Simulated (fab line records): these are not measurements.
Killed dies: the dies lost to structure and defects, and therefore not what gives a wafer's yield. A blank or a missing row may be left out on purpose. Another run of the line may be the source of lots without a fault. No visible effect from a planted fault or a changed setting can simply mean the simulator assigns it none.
Chamber matching :: flow n5_finfet :: N5_BEOL_M12_DESCUM_15 on rie_diel-01 has 4 sister chambers
The step chemistry O2, time 7.9 s. 16 wafers are shown with their chamber, then 8 later ones without.

EACH WAFER AND ITS CHAMBER
wafer: L077.1
chamber: 1
throttle_valve_pct (%): 20.57
showerhead_plenum_p_Torr (Torr): 2.15
oes_product_au (a.u.): 0.71

wafer: L077.2
chamber: 2
throttle_valve_pct (%): 20.13
showerhead_plenum_p_Torr (Torr): 2.04
oes_product_au (a.u.): 0.99

wafer: L077.5
chamber: 0
throttle_valve_pct (%): 20.30
showerhead_plenum_p_Torr (Torr): 2.04
oes_product_au (a.u.): 0.89

wafer: L076.2
chamber: 3
throttle_valve_pct (%): 20.14
showerhead_plenum_p_Torr (Torr): 2.07
oes_product_au (a.u.): 0.94

wafer: L076.5
chamber: 2
throttle_valve_pct (%): 20.12
showerhead_plenum_p_Torr (Torr): 2.03
oes_product_au (a.u.): 0.98

wafer: L076.6
chamber: 1
throttle_valve_pct (%): 20.59
showerhead_plenum_p_Torr (Torr): 2.15
oes_product_au (a.u.): 0.71

wafer: L079.1
chamber: 1
throttle_valve_pct (%): 20.59
showerhead_plenum_p_Torr (Torr): 2.15
oes_product_au (a.u.): 0.71

wafer: L079.4
chamber: 0
throttle_valve_pct (%): 20.28
showerhead_plenum_p_Torr (Torr): 2.04
oes_product_au (a.u.): 0.88

wafer: L079.5
chamber: 2
throttle_valve_pct (%): 20.12
showerhead_plenum_p_Torr (Torr): 2.03
oes_product_au (a.u.): 0.96

wafer: L082.1
chamber: 1
throttle_valve_pct (%): 20.60
showerhead_plenum_p_Torr (Torr): 2.14
oes_product_au (a.u.): 0.70

wafer: L082.2
chamber: 0
throttle_valve_pct (%): 20.29
showerhead_plenum_p_Torr (Torr): 2.04
oes_product_au (a.u.): 0.87

wafer: L082.6
chamber: 2
throttle_valve_pct (%): 20.12
showerhead_plenum_p_Torr (Torr): 2.03
oes_product_au (a.u.): 0.93

wafer: L081.2
chamber: 2
throttle_valve_pct (%): 20.12
showerhead_plenum_p_Torr (Torr): 2.03
oes_product_au (a.u.): 0.93

wafer: L081.4
chamber: 1
throttle_valve_pct (%): 20.59
showerhead_plenum_p_Torr (Torr): 2.14
oes_product_au (a.u.): 0.71

wafer: L081.6
chamber: 1
throttle_valve_pct (%): 20.58
showerhead_plenum_p_Torr (Torr): 2.14
oes_product_au (a.u.): 0.70

wafer: L084.2
chamber: 1
throttle_valve_pct (%): 20.61
showerhead_plenum_p_Torr (Torr): 2.14
oes_product_au (a.u.): 0.69

SIGNATURES, as means of the wafers listed above
reading: throttle_valve_pct
chamber 0: 20.2900
chamber 1: 20.5900
chamber 2: 20.1220
chamber 3: 20.1400
scatter within a chamber: 0.0103

reading: showerhead_plenum_p_Torr
chamber 0: 2.0400
chamber 1: 2.1443
chamber 2: 2.0320
chamber 3: 2.0700
scatter within a chamber: 0.00458

reading: oes_product_au
chamber 0: 0.8800
chamber 1: 0.7043
chamber 2: 0.9580
chamber 3: 0.9400
scatter within a chamber: 0.0174
Rule: for a wafer and a chamber, the distance is found by dividing, reading by reading, the gap between the wafer's reading and the chamber's mean by the reading's scatter, squaring, summing and taking the root. The wafer belongs to the nearest chamber; if the next one is less than 2 further off, it can't be placed. The scatter: take each reading less its chamber's mean, square it, sum over the shown wafers, divide by the number of wafers less the number of chambers, and take the root.

WAFERS WHOSE CHAMBER IS MISSING
wafer: L084.3
throttle_valve_pct (%): 20.16
showerhead_plenum_p_Torr (Torr): 2.06
oes_product_au (a.u.): 0.91

wafer: L084.6
throttle_valve_pct (%): 20.14
showerhead_plenum_p_Torr (Torr): 2.03
oes_product_au (a.u.): 0.92

wafer: L095.3
throttle_valve_pct (%): 20.19
showerhead_plenum_p_Torr (Torr): 2.05
oes_product_au (a.u.): 0.86

wafer: L095.4
throttle_valve_pct (%): 20.18
showerhead_plenum_p_Torr (Torr): 2.02
oes_product_au (a.u.): 0.86

wafer: L095.5
throttle_valve_pct (%): 20.17
showerhead_plenum_p_Torr (Torr): 2.13
oes_product_au (a.u.): 0.97

wafer: L096.3
throttle_valve_pct (%): 20.34
showerhead_plenum_p_Torr (Torr): 2.02
oes_product_au (a.u.): 0.83

wafer: L096.5
throttle_valve_pct (%): 20.36
showerhead_plenum_p_Torr (Torr): 2.02
oes_product_au (a.u.): 0.82

wafer: L096.6
throttle_valve_pct (%): 20.18
showerhead_plenum_p_Torr (Torr): 2.13
oes_product_au (a.u.): 0.97

THE CHAMBER EACH PASSED THROUGH
wafer: L084.3
from the rows above: 3
in truth: 3

wafer: L084.6
from the rows above: 2
in truth: 2

wafer: L095.3
from the rows above: can't be placed: 3 or 2
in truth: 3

wafer: L095.4
from the rows above: 2
in truth: 2

wafer: L095.5
from the rows above: 3
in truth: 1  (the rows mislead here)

wafer: L096.3
from the rows above: 0
in truth: 0

wafer: L096.5
from the rows above: 0
in truth: 0

wafer: L096.6
from the rows above: 3
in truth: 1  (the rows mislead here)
Correctly placed: 5 of 8. Cannot be placed on the basis of these rows: 1; the candidates contain the true chamber in 1. Placed wrongly: 2.
